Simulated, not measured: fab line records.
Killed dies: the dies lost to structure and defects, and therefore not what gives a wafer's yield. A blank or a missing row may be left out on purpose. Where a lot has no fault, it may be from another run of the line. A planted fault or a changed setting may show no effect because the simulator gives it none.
The tool behind it: which one? || flow nand harc || 30 wafers from 10 lots sampled at 3 of the route's 1302 steps

## WHAT THE GAUGES READ, wafer by wafer
NHARC_P_CONTACT_CD_MEAS_12 targets a cd of 90 nm.
{"lot": "L522", "measured": "day 7 01:11", "on": "cd sem-01", "cd nm (nm)": "89.8 90.2 90.6"}
{"lot": "L523", "measured": "day 7 14:04", "on": "cd sem-02", "cd nm (nm)": "88.8 89.7 88.6"}
{"lot": "L528", "measured": "day 9 14:08", "on": "cd sem-02", "cd nm (nm)": "90.2 89.3 90.7"}
{"lot": "L529", "measured": "day 9 22:54", "on": "cd sem-01", "cd nm (nm)": "77.4 77.7 77.3 78.0 77.7 77.5"}
{"lot": "L530", "measured": "day 10 12:40", "on": "cd sem-03", "cd nm (nm)": "79.5 79.9 79.4 79.4 79.7 79.5"}
{"lot": "L537", "measured": "day 13 13:43", "on": "cd sem-03", "cd nm (nm)": "89.7 90.2 90.5"}
{"lot": "L538", "measured": "day 13 18:16", "on": "cd sem-01", "cd nm (nm)": "89.4 89.5 89.7"}
{"lot": "L540", "measured": "day 14 11:10", "on": "cd sem-02", "cd nm (nm)": "89.9 89.4 88.9"}
{"lot": "L542", "measured": "day 15 08:37", "on": "cd sem-01", "cd nm (nm)": "88.8 89.4 89.7"}
{"lot": "L541", "measured": "day 16 10:20", "on": "cd sem-03", "cd nm (nm)": "89.8 89.8 90.0"}

## WHICH TOOL RAN EACH LOT (tool, then ch and the chambers of the sampled wafers, then the start)
{"lot": "L522", "NHARC_P_CONTACT_DEP_00": "pecvd-01 ch 0,2, day 6 23:52", "NHARC_P_CONTACT_PEB_10": "litho track-01 ch 0, day 7 01:06"}
{"lot": "L523", "NHARC_P_CONTACT_DEP_00": "pecvd-04 ch 0,1,2, day 7 13:59 or earlier", "NHARC_P_CONTACT_PEB_10": "litho track-04 ch 0, day 7 13:59"}
{"lot": "L528", "NHARC_P_CONTACT_DEP_00": "pecvd-03 ch 0,2, day 9 14:04 or earlier", "NHARC_P_CONTACT_PEB_10": "litho track-01 ch 0, day 9 14:04"}
{"lot": "L529", "NHARC_P_CONTACT_DEP_00": "pecvd-04 ch 0,2, day 9 22:49 or earlier", "NHARC_P_CONTACT_PEB_10": "litho track-01 ch 0, day 9 22:49"}
{"lot": "L530", "NHARC_P_CONTACT_DEP_00": "pecvd-03 ch 1,2, day 10 12:35 or earlier", "NHARC_P_CONTACT_PEB_10": "litho track-01 ch 0, day 10 12:35"}
{"lot": "L537", "NHARC_P_CONTACT_DEP_00": "pecvd-01 ch 1,2, day 13 13:38 or earlier", "NHARC_P_CONTACT_PEB_10": "litho track-04 ch 0, day 13 13:38"}
{"lot": "L538", "NHARC_P_CONTACT_DEP_00": "pecvd-04 ch 0,1,2, day 13 18:11 or earlier", "NHARC_P_CONTACT_PEB_10": "litho track-01 ch 0, day 13 18:11"}
{"lot": "L540", "NHARC_P_CONTACT_DEP_00": "pecvd-04 ch 1,2, day 14 11:05 or earlier", "NHARC_P_CONTACT_PEB_10": "litho track-06 ch 0, day 14 11:05"}
{"lot": "L542", "NHARC_P_CONTACT_DEP_00": "pecvd-01 ch 0,1,2, day 15 08:32 or earlier", "NHARC_P_CONTACT_PEB_10": "litho track-01 ch 0, day 15 08:32"}
{"lot": "L541", "NHARC_P_CONTACT_DEP_00": "pecvd-01 ch 1,2, day 16 10:16 or earlier", "NHARC_P_CONTACT_PEB_10": "litho track-01 ch 0, day 16 10:16"}
- NHARC_P_CONTACT_DEP_00: deposits SiO2, target thk 500 nm.
- NHARC_P_CONTACT_PEB_10: peb time 65 s.

## THE ANSWER, worked out from the rows above alone
Rule: usual is defined by the lots themselves. Put in order of their means at a reading, lots are off if they are a third of the lots or fewer, leave a main group of 4 or more, and stand apart from it by a gap of 3 or more times the standard deviation of the main group's means; of several such gaps the widest counts. If all means in a main group match to the digits the tables above print for the reading, that group is not used. Also off: a lot with no number at a reading for which 4 or more lots have one. Any other lot the step has rows for is counted as sound.
Off: L529, L530 (NHARC_P_CONTACT_CD_MEAS_12, cd nm). The main group has a mean of 89.7 nm with a standard deviation of 0.41.
A tool fits if, at a process step before that reading, it ran every lot that is off, and no sound lot after the first of them. Gauges at NHARC_P_CONTACT_CD_MEAS_12: tried the same way as those tools. NHARC_P_CONTACT_DEP_00 gives no start for some lots, so the hours and the order of its lots are those of NHARC_P_CONTACT_PEB_10. Not one of the candidates tried fits.

## WHAT THE SIMULATOR HAD INSERTED
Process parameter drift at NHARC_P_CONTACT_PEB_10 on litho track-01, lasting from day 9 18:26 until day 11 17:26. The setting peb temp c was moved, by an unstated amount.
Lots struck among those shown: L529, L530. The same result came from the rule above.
